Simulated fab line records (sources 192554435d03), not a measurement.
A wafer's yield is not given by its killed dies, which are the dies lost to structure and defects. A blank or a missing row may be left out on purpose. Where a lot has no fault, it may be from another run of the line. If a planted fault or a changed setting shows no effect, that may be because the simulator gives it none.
fab line records :: flow n5-finfet
record:
  lots: 11
  wafers: 33
  last-day: 17
route steps=1938 shown MIM_TOP@1836 MIM_TOP_LITHO@1847 TV_OPEN@1887
lots with no fault: from the same line, run without faults
start-h: hours from the record's first day to the start of the lot's first wafer shown :: wait-h: hours from the lot's prior step to this one :: " the same as in the row above :: L1.1+2: one row covering several wafers at once :: - value missing, or start not given :: * or withheld: withheld :: < > ~ a bound
route shown NAME@n: names a module that has steps shown in the file, with the first one's number in the route :: usual: mean and standard deviation over wafers with no fault :: same: alike in all rows :: chamber/n: place in a boat :: sites: each site's reading :: _std_site: their standard deviation :: _edge_site: inner sites' mean taken away from outer sites' mean :: radius-mm: for every site, how far away it sits from the centre of the wafer :: mask NAME#n: copy n :: behind: tool/chamber where the wafer was last shaped :: hold: the reason the lot was held/the length of the hold in hours/how it ended :: device: transistor that didn't switch, given as n, p or np :: end of line: tests of these same wafers at the route's end :: step lacking rows: just its recipe :: killed: count of dies lost to structure and defects at first sort (not the wafer's yield) :: map: shows each die of a wafer: x if killed, . if not, _ if none is there
set.NAME: setting as actually run; set.NAME@STEP: the setting as run at that earlier step :: model.NAME: the simulator's own value behind a step, which no gauge read
the route's steps for a sample of lots (tables are steps, rows are wafers)
services: when a tool's chamber went out of use (start-h, in hours from the record's first day, below 0 if earlier), for how many hours, and the reason
== steps ==
step: N5_MIM_TOP_ALD_02
recipe:
  material: Al2O3
  target-thk-a: *
  temp-c: withheld
  ald-precursor-family: TMA
  ald-co-reactant: O3
  pulse-time-s: withheld
  purge-time-s: 3
  co-reactant-purge-time-s: withheld
  co-reactant-pulse-time-s: 3
  ald-cycles: withheld
usual:
  precursor-pulse-height-rel: 1.001/0.021
lot.wafer: L803.2
tool: ald-hk-01
chamber: 1
start-h: -
wait-h: -
precursor-pulse-height-rel: 1.024

lot.wafer: L803.3
tool: ald-hk-01
chamber: 3
start-h: -
wait-h: -
precursor-pulse-height-rel: 1.005

lot.wafer: L803.4
tool: ald-hk-01
chamber: 2
start-h: -
wait-h: -
precursor-pulse-height-rel: 1.032

lot.wafer: L806.2
tool: ald-hk-03
chamber: 0
start-h: -
wait-h: -
precursor-pulse-height-rel: 1.022

lot.wafer: L806.3
tool: ald-hk-03
chamber: 1
start-h: -
wait-h: -
precursor-pulse-height-rel: 0.973

lot.wafer: L806.4
tool: ald-hk-03
chamber: 3
start-h: -
wait-h: -
precursor-pulse-height-rel: 1.043

lot.wafer: L808.1
tool: ald-hk-03
chamber: 2
start-h: -
wait-h: -
precursor-pulse-height-rel: 0.997

lot.wafer: L808.4
tool: ald-hk-03
chamber: 3
start-h: -
wait-h: -
precursor-pulse-height-rel: 0.997

lot.wafer: L808.6
tool: ald-hk-03
chamber: 0
start-h: -
wait-h: -
precursor-pulse-height-rel: 0.953

lot.wafer: L807.1
tool: ald-hk-03
chamber: 1
start-h: -
wait-h: -
precursor-pulse-height-rel: 1.012

lot.wafer: L807.4
tool: ald-hk-03
chamber: 0
start-h: -
wait-h: -
precursor-pulse-height-rel: 1.003

lot.wafer: L807.5
tool: ald-hk-03
chamber: 0
start-h: -
wait-h: -
precursor-pulse-height-rel: 1.012

lot.wafer: L810.3
tool: ald-hk-02
chamber: 3
start-h: -
wait-h: -
precursor-pulse-height-rel: 0.989

lot.wafer: L810.5
tool: ald-hk-02
chamber: 0
start-h: -
wait-h: -
precursor-pulse-height-rel: 1.050

lot.wafer: L810.6
tool: ald-hk-02
chamber: 3
start-h: -
wait-h: -
precursor-pulse-height-rel: 1.024

lot.wafer: L812.1
tool: ald-hk-01
chamber: 0
start-h: -
wait-h: -
precursor-pulse-height-rel: 0.996

lot.wafer: L812.4
tool: ald-hk-01
chamber: 3
start-h: -
wait-h: -
precursor-pulse-height-rel: 1.066

lot.wafer: L812.5
tool: ald-hk-01
chamber: 1
start-h: -
wait-h: -
precursor-pulse-height-rel: 1.011

lot.wafer: L814.3
tool: ald-hk-01
chamber: 3
start-h: -
wait-h: -
precursor-pulse-height-rel: 1.009

lot.wafer: L814.5
tool: ald-hk-01
chamber: 3
start-h: -
wait-h: -
precursor-pulse-height-rel: 0.998

lot.wafer: L814.6
tool: ald-hk-01
chamber: 2
start-h: -
wait-h: -
precursor-pulse-height-rel: 0.995

lot.wafer: L813.1
tool: ald-hk-03
chamber: 2
start-h: -
wait-h: -
precursor-pulse-height-rel: 0.986

lot.wafer: L813.2
tool: ald-hk-03
chamber: 1
start-h: -
wait-h: -
precursor-pulse-height-rel: 1.014

lot.wafer: L813.6
tool: ald-hk-03
chamber: 2
start-h: -
wait-h: -
precursor-pulse-height-rel: 1.001

lot.wafer: L819.2
tool: ald-hk-01
chamber: 1
start-h: -
wait-h: -
precursor-pulse-height-rel: 0.963

lot.wafer: L819.3
tool: ald-hk-01
chamber: 2
start-h: -
wait-h: -
precursor-pulse-height-rel: 0.998

lot.wafer: L819.6
tool: ald-hk-01
chamber: 0
start-h: -
wait-h: -
precursor-pulse-height-rel: 1.013

lot.wafer: L824.2
tool: ald-hk-01
chamber: 1
start-h: -
wait-h: -
precursor-pulse-height-rel: 0.995

lot.wafer: L824.4
tool: ald-hk-01
chamber: 3
start-h: -
wait-h: -
precursor-pulse-height-rel: 1.049

lot.wafer: L824.5
tool: ald-hk-01
chamber: 0
start-h: -
wait-h: -
precursor-pulse-height-rel: 0.988

lot.wafer: L826.3
tool: ald-hk-02
chamber: 2
start-h: -
wait-h: -
precursor-pulse-height-rel: 1.011

lot.wafer: L826.4
tool: ald-hk-02
chamber: 0
start-h: -
wait-h: -
precursor-pulse-height-rel: 0.997

lot.wafer: L826.6
tool: ald-hk-02
chamber: 2
start-h: -
wait-h: -
precursor-pulse-height-rel: 1.012
step: N5_MIM_TOP_DEGAS_04
recipe:
  ambient: vacuum
  temp-c: 300
  time-s: 60
usual:
  heater-power-w: 464/48
lot.wafer: L803.2
tool: pvd-sputter-03
chamber: -
start-h: 261.69
wait-h: -
heater-power-w: 542

lot.wafer: L803.3
tool: pvd-sputter-03
chamber: -
start-h: 261.69
wait-h: -
heater-power-w: 434

lot.wafer: L803.4
tool: pvd-sputter-03
chamber: -
start-h: 261.69
wait-h: -
heater-power-w: 503

lot.wafer: L806.2
tool: pvd-sputter-03
chamber: -
start-h: 274.31
wait-h: -
heater-power-w: 494

lot.wafer: L806.3
tool: pvd-sputter-03
chamber: -
start-h: 274.31
wait-h: -
heater-power-w: 542

lot.wafer: L806.4
tool: pvd-sputter-03
chamber: -
start-h: 274.31
wait-h: -
heater-power-w: 460

lot.wafer: L808.1
tool: pvd-sputter-02
chamber: -
start-h: 276.46
wait-h: -
heater-power-w: 417

lot.wafer: L808.4
tool: pvd-sputter-02
chamber: -
start-h: 276.46
wait-h: -
heater-power-w: 498

lot.wafer: L808.6
tool: pvd-sputter-02
chamber: -
start-h: 276.46
wait-h: -
heater-power-w: 453

lot.wafer: L807.1
tool: pvd-sputter-01
chamber: -
start-h: 279.79
wait-h: -
heater-power-w: 540

lot.wafer: L807.4
tool: pvd-sputter-01
chamber: -
start-h: 279.79
wait-h: -
heater-power-w: 520

lot.wafer: L807.5
tool: pvd-sputter-01
chamber: -
start-h: 279.79
wait-h: -
heater-power-w: 553

lot.wafer: L810.3
tool: pvd-sputter-01
chamber: -
start-h: 304.50
wait-h: -
heater-power-w: 463

lot.wafer: L810.5
tool: pvd-sputter-01
chamber: -
start-h: 304.50
wait-h: -
heater-power-w: 547

lot.wafer: L810.6
tool: pvd-sputter-01
chamber: -
start-h: 304.50
wait-h: -
heater-power-w: 466

lot.wafer: L812.1
tool: pvd-sputter-03
chamber: -
start-h: 313.34
wait-h: -
heater-power-w: 431

lot.wafer: L812.4
tool: pvd-sputter-03
chamber: -
start-h: 313.34
wait-h: -
heater-power-w: 435

lot.wafer: L812.5
tool: pvd-sputter-03
chamber: -
start-h: 313.34
wait-h: -
heater-power-w: 438

lot.wafer: L814.3
tool: pvd-sputter-02
chamber: -
start-h: 324.09
wait-h: -
heater-power-w: 509

lot.wafer: L814.5
tool: pvd-sputter-02
chamber: -
start-h: 324.09
wait-h: -
heater-power-w: 459

lot.wafer: L814.6
tool: pvd-sputter-02
chamber: -
start-h: 324.09
wait-h: -
heater-power-w: 408

lot.wafer: L813.1
tool: pvd-sputter-02
chamber: -
start-h: 344.46
wait-h: -
heater-power-w: 411

lot.wafer: L813.2
tool: pvd-sputter-02
chamber: -
start-h: 344.46
wait-h: -
heater-power-w: 460

lot.wafer: L813.6
tool: pvd-sputter-02
chamber: -
start-h: 344.46
wait-h: -
heater-power-w: 452

lot.wafer: L819.2
tool: pvd-sputter-02
chamber: -
start-h: 360.83
wait-h: -
heater-power-w: 460

lot.wafer: L819.3
tool: pvd-sputter-02
chamber: -
start-h: 360.83
wait-h: -
heater-power-w: 392

lot.wafer: L819.6
tool: pvd-sputter-02
chamber: -
start-h: 360.83
wait-h: -
heater-power-w: 403

lot.wafer: L824.2
tool: pvd-sputter-03
chamber: -
start-h: 386.92
wait-h: -
heater-power-w: 537

lot.wafer: L824.4
tool: pvd-sputter-03
chamber: -
start-h: 386.92
wait-h: -
heater-power-w: 449

lot.wafer: L824.5
tool: pvd-sputter-03
chamber: -
start-h: 386.92
wait-h: -
heater-power-w: 553

lot.wafer: L826.3
tool: pvd-sputter-03
chamber: -
start-h: 405.37
wait-h: -
heater-power-w: 437

lot.wafer: L826.4
tool: pvd-sputter-03
chamber: -
start-h: 405.37
wait-h: -
heater-power-w: 504

lot.wafer: L826.6
tool: pvd-sputter-03
chamber: -
start-h: 405.37
wait-h: -
heater-power-w: 493
step: N5_MIM_TOP_LITHO_CD_MEAS_08
recipe:
  target-cd-nm: 2000
  landing-energy-ev: 500
  detector: se-inlens
usual:
  cd-nm: 1999.7/1.6
lot.wafer: L803.2
tool: cd-sem-03
chamber: 0
start-h: 262.12
wait-h: -
cd-nm: 1998.0

lot.wafer: L803.3
tool: cd-sem-03
chamber: 0
start-h: 262.12
wait-h: -
cd-nm: 1998.8

lot.wafer: L803.4
tool: cd-sem-03
chamber: 0
start-h: 262.12
wait-h: -
cd-nm: 2001.1

lot.wafer: L806.2
tool: cd-sem-01
chamber: 0
start-h: 274.87
wait-h: -
cd-nm: 1998.6

lot.wafer: L806.3
tool: cd-sem-01
chamber: 0
start-h: 274.87
wait-h: -
cd-nm: 1999.5

lot.wafer: L806.4
tool: cd-sem-01
chamber: 0
start-h: 274.87
wait-h: -
cd-nm: 1999.1

lot.wafer: L808.1
tool: cd-sem-01
chamber: 0
start-h: 276.89
wait-h: -
cd-nm: 1998.4

lot.wafer: L808.4
tool: cd-sem-01
chamber: 0
start-h: 276.89
wait-h: -
cd-nm: 1997.5

lot.wafer: L808.6
tool: cd-sem-01
chamber: 0
start-h: 276.89
wait-h: -
cd-nm: 1996.8

lot.wafer: L807.1
tool: cd-sem-03
chamber: 0
start-h: 280.22
wait-h: -
cd-nm: 2000.8

lot.wafer: L807.4
tool: cd-sem-03
chamber: 0
start-h: 280.22
wait-h: -
cd-nm: 1999.6

lot.wafer: L807.5
tool: cd-sem-03
chamber: 0
start-h: 280.22
wait-h: -
cd-nm: 2001.3

lot.wafer: L810.3
tool: cd-sem-01
chamber: 0
start-h: 305.06
wait-h: -
cd-nm: 1998.9

lot.wafer: L810.5
tool: cd-sem-01
chamber: 0
start-h: 305.06
wait-h: -
cd-nm: 1997.5

lot.wafer: L810.6
tool: cd-sem-01
chamber: 0
start-h: 305.06
wait-h: -
cd-nm: 1999.8

lot.wafer: L812.1
tool: cd-sem-03
chamber: 0
start-h: 313.77
wait-h: -
cd-nm: 2003.1

lot.wafer: L812.4
tool: cd-sem-03
chamber: 0
start-h: 313.77
wait-h: -
cd-nm: 2002.5

lot.wafer: L812.5
tool: cd-sem-03
chamber: 0
start-h: 313.77
wait-h: -
cd-nm: 2002.2

lot.wafer: L814.3
tool: cd-sem-03
chamber: 0
start-h: 324.80
wait-h: -
cd-nm: 1997.5

lot.wafer: L814.5
tool: cd-sem-03
chamber: 0
start-h: 324.80
wait-h: -
cd-nm: 1997.6

lot.wafer: L814.6
tool: cd-sem-03
chamber: 0
start-h: 324.80
wait-h: -
cd-nm: 2000.0

lot.wafer: L813.1
tool: cd-sem-03
chamber: 0
start-h: 344.89
wait-h: -
cd-nm: 1998.2

lot.wafer: L813.2
tool: cd-sem-03
chamber: 0
start-h: 344.89
wait-h: -
cd-nm: 1998.2

lot.wafer: L813.6
tool: cd-sem-03
chamber: 0
start-h: 344.89
wait-h: -
cd-nm: 1998.4

lot.wafer: L819.2
tool: cd-sem-02
chamber: 0
start-h: 361.39
wait-h: -
cd-nm: 2000.9

lot.wafer: L819.3
tool: cd-sem-02
chamber: 0
start-h: 361.39
wait-h: -
cd-nm: 2000.8

lot.wafer: L819.6
tool: cd-sem-02
chamber: 0
start-h: 361.39
wait-h: -
cd-nm: 2000.9

lot.wafer: L824.2
tool: cd-sem-02
chamber: 0
start-h: 387.35
wait-h: -
cd-nm: 1998.2

lot.wafer: L824.4
tool: cd-sem-02
chamber: 0
start-h: 387.35
wait-h: -
cd-nm: 1998.7

lot.wafer: L824.5
tool: cd-sem-02
chamber: 0
start-h: 387.35
wait-h: -
cd-nm: 1997.0

lot.wafer: L826.3
tool: cd-sem-03
chamber: 0
start-h: 405.93
wait-h: -
cd-nm: 2001.5

lot.wafer: L826.4
tool: cd-sem-03
chamber: 0
start-h: 405.93
wait-h: -
cd-nm: 1999.7

lot.wafer: L826.6
tool: cd-sem-03
chamber: 0
start-h: 405.93
wait-h: -
cd-nm: 2000.7
step: N5_PASSIVATION_PASS_ETCH_74
recipe:
  chemistry: CF4/O2
  target: SiNx
  target-depth-a: 2200
  time-s: 110
  ion-energy-ev: 100
  pressure-mtorr: 40
  source-w: 535
  bias-w: 49
  Ar_flow_sccm: 100
  cf4-flow-sccm: 100
  O2_flow_sccm: 10
usual:
  drypump-motor-current-A: 5.7/0.49
  oes_f_703_au: 0.81/0.058
  oes-product-au: 0.82/0.062
  rf-fwd-power-W: 532.7/1.9
  rf-vpp-V: 241.3/2.1
  showerhead-plenum-p-Torr: 2.22/0.064
  throttle-valve-pct: 15.89/0.18
lot.wafer: L803.2
tool: rie-diel-03
chamber: 0
start-h: 264.76
wait-h: 0.0
drypump-motor-current-A: 5.7
oes_f_703_au: 0.88
oes-product-au: 0.89
rf-fwd-power-W: 536.4
rf-hours-counter-h: 41
rf-vpp-V: 245.1
showerhead-plenum-p-Torr: 2.15
throttle-valve-pct: 15.45

lot.wafer: L803.3
tool: rie-diel-03
chamber: 2
start-h: 264.76
wait-h: 0.0
drypump-motor-current-A: 6.4
oes_f_703_au: 0.85
oes-product-au: 0.84
rf-fwd-power-W: 531.1
rf-hours-counter-h: 62
rf-vpp-V: 237.6
showerhead-plenum-p-Torr: 2.32
throttle-valve-pct: 15.84

lot.wafer: L803.4
tool: rie-diel-03
chamber: 3
start-h: 264.76
wait-h: 0.0
drypump-motor-current-A: 5.7
oes_f_703_au: 0.88
oes-product-au: 0.88
rf-fwd-power-W: 536.1
rf-hours-counter-h: 52
rf-vpp-V: 241.0
showerhead-plenum-p-Torr: 2.23
throttle-valve-pct: 15.88

lot.wafer: L806.2
tool: rie-diel-01
chamber: 0
start-h: 278.57
wait-h: 0.0
drypump-motor-current-A: 5.8
oes_f_703_au: 0.82
oes-product-au: 0.82
rf-fwd-power-W: 533.7
rf-hours-counter-h: 77
rf-vpp-V: 243.5
showerhead-plenum-p-Torr: 2.32
throttle-valve-pct: 16.11

lot.wafer: L806.3
tool: rie-diel-01
chamber: 2
start-h: 278.57
wait-h: 0.0
drypump-motor-current-A: 4.8
oes_f_703_au: 0.81
oes-product-au: 0.81
rf-fwd-power-W: 532.5
rf-hours-counter-h: 110
rf-vpp-V: 240.6
showerhead-plenum-p-Torr: 2.13
throttle-valve-pct: 15.75

lot.wafer: L806.4
tool: rie-diel-01
chamber: 1
start-h: 278.57
wait-h: 0.0
drypump-motor-current-A: 5.7
oes_f_703_au: 0.76
oes-product-au: 0.76
rf-fwd-power-W: 532.7
rf-hours-counter-h: 166
rf-vpp-V: 243.0
showerhead-plenum-p-Torr: 2.21
throttle-valve-pct: 16.00

lot.wafer: L808.1
tool: rie-diel-02
chamber: 0
start-h: 279.22
wait-h: 0.0
drypump-motor-current-A: 6.1
oes_f_703_au: 0.76
oes-product-au: 0.74
rf-fwd-power-W: 532.2
rf-hours-counter-h: 175
rf-vpp-V: 240.5
showerhead-plenum-p-Torr: 2.28
throttle-valve-pct: 15.68

lot.wafer: L808.4
tool: rie-diel-02
chamber: 1
start-h: 279.22
wait-h: 0.0
drypump-motor-current-A: 5.8
oes_f_703_au: 0.91
oes-product-au: 0.93
rf-fwd-power-W: 531.7
rf-hours-counter-h: -
rf-vpp-V: 239.9
showerhead-plenum-p-Torr: 2.16
throttle-valve-pct: 16.02

lot.wafer: L808.6
tool: rie-diel-02
chamber: 2
start-h: 279.22
wait-h: 0.0
drypump-motor-current-A: 5.1
oes_f_703_au: 0.78
oes-product-au: 0.78
rf-fwd-power-W: 533.9
rf-hours-counter-h: -
rf-vpp-V: 237.4
showerhead-plenum-p-Torr: 2.13
throttle-valve-pct: 16.03

lot.wafer: L807.1
tool: rie-diel-03
chamber: 1
start-h: 282.76
wait-h: 0.0
drypump-motor-current-A: 6.6
oes_f_703_au: 0.71
oes-product-au: 0.70
rf-fwd-power-W: 536.6
rf-hours-counter-h: 234
rf-vpp-V: 241.2
showerhead-plenum-p-Torr: 2.26
throttle-valve-pct: 16.14

lot.wafer: L807.4
tool: rie-diel-03
chamber: 0
start-h: 282.76
wait-h: 0.0
drypump-motor-current-A: 5.7
oes_f_703_au: 0.87
oes-product-au: 0.88
rf-fwd-power-W: 533.8
rf-hours-counter-h: 46
rf-vpp-V: 242.6
showerhead-plenum-p-Torr: 2.15
throttle-valve-pct: 15.46

lot.wafer: L807.5
tool: rie-diel-03
chamber: 0
start-h: 282.76
wait-h: 0.0
drypump-motor-current-A: 5.6
oes_f_703_au: 0.87
oes-product-au: 0.88
rf-fwd-power-W: 535.0
rf-hours-counter-h: -
rf-vpp-V: 245.4
showerhead-plenum-p-Torr: 2.15
throttle-valve-pct: 15.45

lot.wafer: L810.3
tool: rie-diel-02
chamber: 3
start-h: 307.51
wait-h: 0.0
drypump-motor-current-A: 4.9
oes_f_703_au: 0.92
oes-product-au: 0.93
rf-fwd-power-W: 534.8
rf-hours-counter-h: 7
rf-vpp-V: 241.6
showerhead-plenum-p-Torr: 2.25
throttle-valve-pct: 15.80

lot.wafer: L810.5
tool: rie-diel-02
chamber: 1
start-h: 307.51
wait-h: 0.0
drypump-motor-current-A: 5.8
oes_f_703_au: 0.89
oes-product-au: 0.90
rf-fwd-power-W: 533.9
rf-hours-counter-h: -
rf-vpp-V: 241.9
showerhead-plenum-p-Torr: 2.16
throttle-valve-pct: 16.02

lot.wafer: L810.6
tool: rie-diel-02
chamber: 2
start-h: 307.51
wait-h: 0.0
drypump-motor-current-A: 5.1
oes_f_703_au: 0.78
oes-product-au: 0.77
rf-fwd-power-W: 535.3
rf-hours-counter-h: -
rf-vpp-V: 237.6
showerhead-plenum-p-Torr: 2.13
throttle-valve-pct: 16.06

lot.wafer: L812.1
tool: rie-diel-01
chamber: 2
start-h: 316.94
wait-h: 0.0
drypump-motor-current-A: 4.9
oes_f_703_au: 0.80
oes-product-au: 0.79
rf-fwd-power-W: 533.1
rf-hours-counter-h: 120
rf-vpp-V: 241.4
showerhead-plenum-p-Torr: 2.13
throttle-valve-pct: 15.79

lot.wafer: L812.4
tool: rie-diel-01
chamber: 3
start-h: 316.94
wait-h: 0.0
drypump-motor-current-A: 5.5
oes_f_703_au: 0.81
oes-product-au: 0.83
rf-fwd-power-W: 532.5
rf-hours-counter-h: -
rf-vpp-V: 244.7
showerhead-plenum-p-Torr: 2.24
throttle-valve-pct: 15.96

lot.wafer: L812.5
tool: rie-diel-01
chamber: 1
start-h: 316.94
wait-h: 0.0
drypump-motor-current-A: 5.7
oes_f_703_au: 0.75
oes-product-au: 0.74
rf-fwd-power-W: 533.2
rf-hours-counter-h: -
rf-vpp-V: 243.0
showerhead-plenum-p-Torr: 2.20
throttle-valve-pct: 16.01

lot.wafer: L814.3
tool: rie-diel-03
chamber: 1
start-h: 329.98
wait-h: 0.0
drypump-motor-current-A: 6.6
oes_f_703_au: 0.70
oes-product-au: 0.70
rf-fwd-power-W: 532.7
rf-hours-counter-h: 247
rf-vpp-V: 241.3
showerhead-plenum-p-Torr: 2.25
throttle-valve-pct: 16.17

lot.wafer: L814.5
tool: rie-diel-03
chamber: 0
start-h: 329.98
wait-h: 0.0
drypump-motor-current-A: 5.7
oes_f_703_au: 0.86
oes-product-au: 0.86
rf-fwd-power-W: 533.7
rf-hours-counter-h: -
rf-vpp-V: 242.2
showerhead-plenum-p-Torr: 2.15
throttle-valve-pct: 15.50

lot.wafer: L814.6
tool: rie-diel-03
chamber: 3
start-h: 329.98
wait-h: 0.0
drypump-motor-current-A: 5.7
oes_f_703_au: 0.86
oes-product-au: 0.85
rf-fwd-power-W: 536.6
rf-hours-counter-h: -
rf-vpp-V: 240.3
showerhead-plenum-p-Torr: 2.23
throttle-valve-pct: 15.90

lot.wafer: L813.1
tool: rie-diel-03
chamber: 3
start-h: 349.24
wait-h: 0.0
drypump-motor-current-A: 5.7
oes_f_703_au: 0.85
oes-product-au: 0.84
rf-fwd-power-W: 533.9
rf-hours-counter-h: 79
rf-vpp-V: 240.8
showerhead-plenum-p-Torr: 2.23
throttle-valve-pct: 15.91

lot.wafer: L813.2
tool: rie-diel-03
chamber: 2
start-h: 349.24
wait-h: 0.0
drypump-motor-current-A: 6.4
oes_f_703_au: 1.04
oes-product-au: 0.92
rf-fwd-power-W: 659.5
rf-hours-counter-h: 90
rf-vpp-V: 214.6
showerhead-plenum-p-Torr: 2.31
throttle-valve-pct: 15.91

lot.wafer: L813.6
tool: rie-diel-03
chamber: 2
start-h: 349.24
wait-h: 0.0
drypump-motor-current-A: 6.4
oes_f_703_au: 1.04
oes-product-au: 0.91
rf-fwd-power-W: 659.9
rf-hours-counter-h: -
rf-vpp-V: 212.5
showerhead-plenum-p-Torr: 2.31
throttle-valve-pct: 15.93

lot.wafer: L819.2
tool: rie-diel-03
chamber: 0
start-h: 364.50
wait-h: 0.0
drypump-motor-current-A: 5.6
oes_f_703_au: 0.83
oes-product-au: 0.85
rf-fwd-power-W: 532.6
rf-hours-counter-h: 71
rf-vpp-V: 243.2
showerhead-plenum-p-Torr: 2.14
throttle-valve-pct: 15.50

lot.wafer: L819.3
tool: rie-diel-03
chamber: 2
start-h: 364.50
wait-h: 0.0
drypump-motor-current-A: 6.4
oes_f_703_au: 1.04
oes-product-au: 0.91
rf-fwd-power-W: 658.8
rf-hours-counter-h: 92
rf-vpp-V: 216.4
showerhead-plenum-p-Torr: 2.31
throttle-valve-pct: 15.94

lot.wafer: L819.6
tool: rie-diel-03
chamber: 0
start-h: 364.50
wait-h: 0.0
drypump-motor-current-A: 5.6
oes_f_703_au: 0.84
oes-product-au: 0.84
rf-fwd-power-W: 532.2
rf-hours-counter-h: -
rf-vpp-V: 242.6
showerhead-plenum-p-Torr: 2.14
throttle-valve-pct: 15.51

lot.wafer: L824.2
tool: rie-diel-01
chamber: 3
start-h: 393.95
wait-h: 0.0
drypump-motor-current-A: 5.5
oes_f_703_au: 0.78
oes-product-au: 0.79
rf-fwd-power-W: 530.0
rf-hours-counter-h: 102
rf-vpp-V: 244.8
showerhead-plenum-p-Torr: 2.23
throttle-valve-pct: 16.02

lot.wafer: L824.4
tool: rie-diel-01
chamber: 2
start-h: 393.95
wait-h: 0.0
drypump-motor-current-A: 4.9
oes_f_703_au: 0.78
oes-product-au: 0.77
rf-fwd-power-W: 533.2
rf-hours-counter-h: 146
rf-vpp-V: 240.6
showerhead-plenum-p-Torr: 2.12
throttle-valve-pct: 15.83

lot.wafer: L824.5
tool: rie-diel-01
chamber: 0
start-h: 393.95
wait-h: 0.0
drypump-motor-current-A: 5.8
oes_f_703_au: 0.78
oes-product-au: 0.78
rf-fwd-power-W: 533.4
rf-hours-counter-h: -
rf-vpp-V: 241.6
showerhead-plenum-p-Torr: 2.31
throttle-valve-pct: 16.17

lot.wafer: L826.3
tool: rie-diel-02
chamber: 2
start-h: 409.55
wait-h: 0.0
drypump-motor-current-A: 5.1
oes_f_703_au: 0.75
oes-product-au: 0.75
rf-fwd-power-W: 532.6
rf-hours-counter-h: 151
rf-vpp-V: 240.0
showerhead-plenum-p-Torr: 2.12
throttle-valve-pct: 16.11

lot.wafer: L826.4
tool: rie-diel-02
chamber: 0
start-h: 409.55
wait-h: 0.0
drypump-motor-current-A: 6.1
oes_f_703_au: 0.72
oes-product-au: 0.72
rf-fwd-power-W: 532.2
rf-hours-counter-h: 217
rf-vpp-V: 240.9
showerhead-plenum-p-Torr: 2.26
throttle-valve-pct: 15.76

lot.wafer: L826.6
tool: rie-diel-02
chamber: 0
start-h: 409.55
wait-h: 0.0
drypump-motor-current-A: 6.1
oes_f_703_au: 0.73
oes-product-au: 0.72
rf-fwd-power-W: 535.1
rf-hours-counter-h: -
rf-vpp-V: 240.8
showerhead-plenum-p-Torr: 2.26
throttle-valve-pct: 15.77
== services ==
tool: rie-diel-03
chamber: 0
start-h: 240.51
hours: 12.8
kind: repair

tool: rie-diel-02
chamber: 3
start-h: 256.42
hours: 2.8
kind: repair

tool: rie-diel-02
chamber: 2
start-h: 267.02
hours: 6.3
kind: repair

tool: pvd-sputter-01
chamber: -
start-h: 300.26
hours: 1.2
kind: repair

tool: rie-diel-01
chamber: 0
start-h: 301.30
hours: 18.0
kind: repair

tool: rie-diel-01
chamber: 2
start-h: 304.72
hours: 3.9
kind: repair

tool: rie-diel-02
chamber: -
start-h: 315.20
hours: 0.5
kind: repair

tool: ald-hk-03
chamber: -
start-h: 319.58
hours: 14.6
kind: pm

tool: ald-hk-02
chamber: -
start-h: 326.15
hours: 14.6
kind: pm

tool: pvd-sputter-01
chamber: -
start-h: 330.77
hours: 4.0
kind: repair

tool: rie-diel-02
chamber: 2
start-h: 334.70
hours: 5.6
kind: repair

tool: rie-diel-03
chamber: 1
start-h: 340.21
hours: -
kind: clean

tool: rie-diel-03
chamber: 1
start-h: 340.21
hours: -
kind: consumable-replace:focus-ring

tool: rie-diel-03
chamber: 1
start-h: 340.21
hours: 20.5
kind: scheduled-down

tool: rie-diel-03
chamber: 1
start-h: 340.21
hours: 20.5
kind: vent-cycle

tool: rie-diel-03
chamber: -
start-h: 349.76
hours: 2.8
kind: pm

tool: rie-diel-03
chamber: 2
start-h: 355.42
hours: 7.3
kind: repair

tool: rie-diel-02
chamber: 1
start-h: 363.63
hours: 4.7
kind: repair

tool: rie-diel-03
chamber: 0
start-h: 381.20
hours: 5.1
kind: repair

tool: rie-diel-03
chamber: 3
start-h: 388.05
hours: 3.0
kind: repair

tool: pvd-sputter-02
chamber: -
start-h: 390.31
hours: 1.5
kind: repair

tool: ald-hk-02
chamber: -
start-h: 395.15
hours: 8.7
kind: pm

tool: rie-diel-01
chamber: 2
start-h: 396.66
hours: 7.9
kind: repair

tool: pvd-sputter-01
chamber: -
start-h: 398.06
hours: 0.6
kind: repair
== key ==
first-sign:
  step: N5_PASSIVATION_PASS_ETCH_74
  reading: rf-fwd-power-W
  direction: up
  sigmas: 68
  usual: *
  struck: *
effect:
  step: N5_PASSIVATION_PASS_ETCH_74
  reading: rf-vpp-V
  direction: down
  sigmas: 13
  usual: 241.3
  struck: 214.5
met-at N5_PASSIVATION_PASS_ETCH_74
struck-lots L813,L819
struck-wafers L813.2,L813.6,L819.3
not-acting-at N5_MIM_TOP_ALD_02,N5_MIM_TOP_DEGAS_04,N5_MIM_TOP_LITHO_CD_MEAS_08
onset-between 264.76 349.24
fault:
  kind: process-parameter-drift
  tool: rie-diel-03
  chamber: 2
  onset-h: 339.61
  steps: N5_PASSIVATION_PASS_ETCH_74
  channel: source-w
  offset: 128.4
  shape: step
  end-h: 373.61
  acts-in: these-recipes-only
  stated: 535
